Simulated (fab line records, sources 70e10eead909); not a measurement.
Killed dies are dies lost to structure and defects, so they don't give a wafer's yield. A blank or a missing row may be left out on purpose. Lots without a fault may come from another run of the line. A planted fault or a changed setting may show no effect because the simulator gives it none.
A struck lot beside a sound one | flow nand_harc | 17 steps out of a route of 1302
Sound: wafers L404.1, L404.3, L404.6. Struck: wafers L411.1, L411.5. (L411.2 of the same lot was not struck and is left out.) The cause comes at the end.
At each step with rows: each side's tool, then ch and its chambers, then its first start. Under that, the readings that differ: sound wafers | struck wafers | difference of the means | sigmas: that difference in standard deviations of wafers without a fault.
alike: readings whose means differ by less than 2 such deviations, and words and numbers that are the same on both sides. not compared: withheld readings, readings that some wafer has no value for, bounds like >300 that may hide the same value, and numbers for which the record gives no deviation and whose values overlap.
The two part at a step that has a row with sigmas, a row that says differs or no value, or rows on one side only. Numbers that don't overlap but have no deviation are shown without sigmas and don't part them. A reading that every wafer of one side lacks parts them only if that side has two wafers or more.

NHARC_P_M0_OVL_MEAS_10: pitch 180 nm.
  sound on overlay-02, day 8 13:21; struck on overlay-02, day 11 22:13
  alike: overlay_x_nm, overlay_y_nm
NHARC_P_M0_INSPECT_11:
  sound on defect_inspect-02, day 8 13:23; struck on defect_inspect-01, day 11 22:16
  alike: raw_defect_count
NHARC_P_M0_DESCUM_14: chemistry O2, time 3 s.
  sound on rie_diel-12 ch 0,2, day 8 13:27; struck on rie_diel-12 ch 2, day 11 22:19
  alike: drypump_motor_current_A, oes_product_au, rf_vpp_V, showerhead_plenum_p_Torr, throttle_valve_pct
  not compared: rf_hours_counter_h
then, 1 step without rows for these wafers: NHARC_P_M0_ETCH_34 (etches the open film in N2/H2, target depth 40 nm, overetch 12 nm, time 43.94 s).
NHARC_P_M0_ETCH_15: etches the open film in C4F8/Ar, target depth 150 nm, overetch 15 nm, time 82.5 s.
  sound on rie_diel-12 ch 0,1,3; struck on rie_diel-12 ch 3
  alike: oes_product_au, rf_vpp_V
  not compared: rf_hours_counter_h
NHARC_P_M0_CD_MEAS_16:
  sound on cd_sem-03, day 8 13:45; struck on cd_sem-02, day 11 22:38
  alike: cd_nm
NHARC_P_M0_STRIP_18: strips in N2/H2.
  sound on rie_diel-12 ch 1,2,3, day 8 13:49; struck on rie_diel-10 ch 0,2, day 11 22:44
  alike: drypump_motor_current_A, oes_product_au, rf_vpp_V, showerhead_plenum_p_Torr, throttle_valve_pct
  not compared: rf_hours_counter_h
then, 2 steps without rows for these wafers: NHARC_P_M0_STRIP_19 (strips in post etch residue remover, time 600 s); NHARC_P_M0_DEGAS_28 (time 60 s).
NHARC_P_M0_PRE_CLEAN_29: time 30 s.
  sound on pvd_sputter-02; struck on pvd_sputter-03
  alike: heater_power_w, susceptor_temp_C
NHARC_P_M0_PVD_20: deposits TaN, target thk 5 nm, time 8.06 s.
  sound on pvd_sputter-02; struck on pvd_sputter-03
  reading                | sound          | struck    | difference | sigmas
  throttle_valve_pct (%) | 30.2 32.4 32.0 | 29.1 28.6 | -2.7       | -3
  alike: cathode_dc_power_W
then, 1 step without rows for these wafers: NHARC_P_M0_PVD_21 (deposits Cu, target thk 30 nm, time 20.49 s).
NHARC_P_M0_ECD_22: material Cu, target thk 400 nm.
  sound on ecd_cu-02 ch 0, day 8 14:43; struck on ecd_cu-01 ch 0,1, day 11 23:37
then, 1 step without rows for these wafers: NHARC_P_M0_ANNEAL_30 (time 90 s).
NHARC_P_M0_CMP_23: polishes, t overpolish 20 s, target thk 117.54 nm.
  sound on cmp-03 ch 0,1,3, day 8 15:31; struck on cmp-04 ch 3, day 12 00:21
  reading                | sound    | struck | difference | sigmas
  time_to_endpoint_s (s) | 25 23 26 | 49 51  | +25        | +8
  alike: motor_current_A, slurry_filter_dp_kPa
NHARC_P_M0_THK_MEAS_24: measures by xrf.
  sound on film_metro-02, day 8 15:46; struck on film_metro-01, day 12 00:40
  alike: thk_nm
then, 1 step without rows for these wafers: NHARC_END_SORT_01.

WHERE THEY PART
First at NHARC_P_M0_PVD_20; last, within this record, at NHARC_P_M0_CMP_23. Later steps at which nothing parts them and some readings are alike: NHARC_P_M0_THK_MEAS_24.

WHY: what the simulator had put in
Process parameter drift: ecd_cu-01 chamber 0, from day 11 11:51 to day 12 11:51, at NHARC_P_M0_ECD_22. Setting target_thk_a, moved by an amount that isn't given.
